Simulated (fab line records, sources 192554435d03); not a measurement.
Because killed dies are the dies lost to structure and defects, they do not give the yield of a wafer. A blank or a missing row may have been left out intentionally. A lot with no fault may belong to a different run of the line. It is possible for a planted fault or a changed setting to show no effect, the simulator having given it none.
Matching of chambers + flow n5_finfet + thermal_cvd_si-02 running N5_HKMG_FIN_CVD_62: 3 sister chambers
The step deposits a-Si from Si2H6, target thk 3 nm, time 20.8 s. 6 wafers are shown with their chamber, then 10 later ones without.

WAFERS, EACH WITH ITS CHAMBER
| wafer  | chamber | heater_power_w (W) | heater_power_outer_w (W) |
|--------|---------|--------------------|--------------------------|
| L081.3 | 0       | 1308               | 853                      |
| L081.5 | 0       | 1294               | 848                      |
| L087.1 | 2       | 1160               | 834                      |
| L087.3 | 1       | 1359               | 822                      |
| L091.1 | 2       | 1173               | 840                      |
| L091.2 | 1       | 1358               | 827                      |

WAFERS WITHOUT THEIR CHAMBER
| wafer  | heater_power_w (W) | heater_power_outer_w (W) |
|--------|--------------------|--------------------------|
| L091.3 | 1318               | 865                      |
| L093.1 | 1356               | 821                      |
| L093.5 | 1181               | 836                      |
| L093.6 | 1400               | 795                      |
| L095.2 | 1177               | 838                      |
| L095.4 | 1299               | 860                      |
| L095.5 | 1166               | 836                      |
| L097.3 | 1268               | 865                      |
| L097.4 | 1251               | 852                      |
| L097.6 | 1195               | 840                      |

EACH ONE'S CHAMBER
| wafer  | from the rows above | in truth |
|--------|---------------------|----------|
| L091.3 | 0                   | 0        |
| L093.1 | 1                   | 1        |
| L093.5 | 2                   | 2        |
| L093.6 | 1                   | 1        |
| L095.2 | 2                   | 2        |
| L095.4 | 0                   | 0        |
| L095.5 | 2                   | 2        |
| L097.3 | 0                   | 0        |
| L097.4 | 0                   | 0        |
| L097.6 | 2                   | 2        |
Correct placement for 10 of the 10. Number that these rows cannot place: 0. Number placed wrongly: 0.
How it was worked out, from the rows above alone: a wafer's distance from a chamber is the root of the sum, over the readings, of the square of ((its reading less the chamber's mean) divided by the reading's scatter). If the next closest chamber is less than 2 further off than the closest, the wafer can't be placed; otherwise it belongs to the closest. A chamber's mean is the mean of its shown wafers. The scatter is the square root of a quotient: the sum, over the shown wafers, of each reading's squared deviation from its chamber's mean, divided by wafers minus chambers.
